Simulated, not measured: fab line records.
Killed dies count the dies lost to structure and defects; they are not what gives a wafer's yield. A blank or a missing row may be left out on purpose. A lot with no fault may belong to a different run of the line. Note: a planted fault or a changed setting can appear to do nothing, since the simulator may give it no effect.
Matching of chambers | flow nand harc | rie diel-13 running NHARC_P_GATE_DESCUM_61: 4 sister chambers
The step chemistry O2, time 3 s. 8 wafers are shown with their chamber, then 10 later ones without.

WAFERS PAIRED WITH THEIR CHAMBERS
wafer  | chamber | drypump motor current A (A) | showerhead plenum p Torr (Torr)
L082.1 | 2       | 6.0                         | 1.82
L082.3 | 0       | 5.6                         | 1.93
L082.5 | 2       | 6.1                         | 1.82
L085.3 | 0       | 5.6                         | 1.92
L085.4 | 1       | 5.2                         | 1.96
L085.6 | 3       | 6.2                         | 2.00
L091.3 | 3       | 6.2                         | 1.99
L091.4 | 1       | 5.2                         | 1.95

WAFERS WITHOUT THEIR CHAMBER
wafer  | drypump motor current A (A) | showerhead plenum p Torr (Torr)
L091.5 | 6.0                         | 1.82
L091.1 | 6.0                         | 1.82
L091.2 | 5.6                         | 1.92
L091.6 | 5.2                         | 1.95
L092.2 | 6.2                         | 1.99
L092.3 | 5.5                         | 1.92
L092.5 | 6.2                         | 1.99
L096.3 | 6.2                         | 1.99
L096.5 | 5.2                         | 1.95
L096.6 | 6.0                         | 1.82

EACH ONE'S CHAMBER
wafer  | from the rows above | in truth
L091.5 | 2                   | 2
L091.1 | 2                   | 2
L091.2 | 0                   | 0
L091.6 | 1                   | 1
L092.2 | 3                   | 3
L092.3 | 0                   | 0
L092.5 | 3                   | 3
L096.3 | 3                   | 3
L096.5 | 1                   | 1
L096.6 | 2                   | 2
Correct placement for 10 of the 10. Number that these rows cannot place: 0. Placed wrongly: 0.
How it was worked out, from the rows above alone: a wafer's distance from a chamber is the root of the sum, over the readings, of the square of ((its reading less the chamber's mean) divided by the reading's scatter). The wafer belongs to the nearest chamber; if the next one is less than 2 further off, it can't be placed. For every chamber, the mean is computed from those of its wafers that are shown. The scatter is the square root of a quotient: the sum, over the shown wafers, of each reading's squared deviation from its chamber's mean, divided by wafers minus chambers.
